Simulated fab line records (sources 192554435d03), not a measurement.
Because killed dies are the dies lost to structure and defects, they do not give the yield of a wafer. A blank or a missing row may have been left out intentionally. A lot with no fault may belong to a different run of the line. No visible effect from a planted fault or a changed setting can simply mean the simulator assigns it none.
Split-lot study ; flow n5_finfet ; on a route of 1938 steps: 7 lots, 21 wafers read

## ABOUT THE SPLIT
At N5_BEOL_M15_TRENCH_ETCH_34 (etches SiO2 in C4F8/O2/Ar, target depth 872.93 nm, time 199 s), the setting bias_w was moved away from the recipe's 2040 W on 4 of the 21 wafers read, by -17.9% to +6.1%. All remaining wafers had this setting at the recipe value.

The split's own step is where the reading is taken.

## THE READING
rf_vpp_V, in V, at N5_BEOL_M15_TRENCH_ETCH_34 (etches SiO2 in C4F8/O2/Ar, target depth 872.93 nm, time 199 s). A value of 2226 V with a standard deviation of 16 V is what fault-free wafers of this fab line usually give.

wafer;tool, chamber at the split;bias_w as run, W;against the recipe;rf_vpp_V, V;against lot-mates on the recipe
L076.3;rie_diel-01, 1;2165;+6.1%;2296;+66
L076.5;rie_diel-01, 2;2040;recipe;2258;-
L076.6;rie_diel-01, 1;2040;recipe;2203;-
L077.1;rie_diel-01, 2;2040;recipe;2259;-
L077.3;rie_diel-01, 3;1674;-17.9%;1937;-294
L077.4;rie_diel-01, 1;2040;recipe;2204;-
L079.2;rie_diel-01, 0;2040;recipe;2239;-
L079.4;rie_diel-01, 2;2040;recipe;2259;-
L079.6;rie_diel-01, 0;2040;recipe;2239;-
L080.3;rie_diel-01, 0;2040;recipe;2239;-
L080.4;rie_diel-01, 3;2040;recipe;2227;-
L080.6;rie_diel-01, 1;2040;recipe;2202;-
L083.3;rie_diel-05, 2;2040;recipe;2246;-
L083.4;rie_diel-05, 3;2040;recipe;2234;-
L083.5;rie_diel-05, 2;2040;recipe;2246;-
L092.1;rie_diel-05, 0;1882;-7.7%;2089;-157
L092.4;rie_diel-05, 2;2040;recipe;2246;-
L092.5;rie_diel-05, 3;1882;-7.7%;2109;-137
L097.4;rie_diel-05, 2;2040;recipe;2246;-
L097.5;rie_diel-05, 2;2040;recipe;2247;-
L097.6;rie_diel-05, 1;2040;recipe;2219;-

FIT RESULTS
A straight line over all 21 wafers: rf_vpp_V changes by +16.2 V for each +1% of bias_w; r = +0.97; the points scatter about the line by 20 V.
The same after taking each lot's own level away (the mean of its wafers on the recipe; 21 wafers): +16.4 V for each +1%; r = +0.97; scatter 19 V.
Per that fit: largest bias_w move, reading shift of 2.9e+02 V.
Across the lots, their own levels run from 2222.7 to 2246.0 V, a range of 1.5 times the standard deviation given above.
Consequently the slope shifts little with the lot-to-lot level, the two slopes agreeing.
Check: for one of the wafers moved furthest among these (-17.9%), held out of the fit, the line's prediction against its lot-mates is -305 V. Against them it came out at -294 V.
Tool readings at the split's step, against how far the setting was moved: rf_vpp_V r = +0.97.

## OTHER SPLITS APPLIED TO THESE WAFERS
Note: prior to the reading, these wafers also went through further splits. Each is held against what the fit with the lots' levels taken away leaves over:
other split on the same wafers;wafers away from the commonest value;r with rf_vpp_V (lot level and that fit taken away)
N5_BEOL_M13_EXPOSE_25 dose_mj;7;+0.12
N5_BEOL_M14_TRENCH_ETCH_34 time_s;6;+0.08

## FILE'S OWN FIT
rf_vpp_V changes by +16.3 V for each +1% of bias_w, r = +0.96.
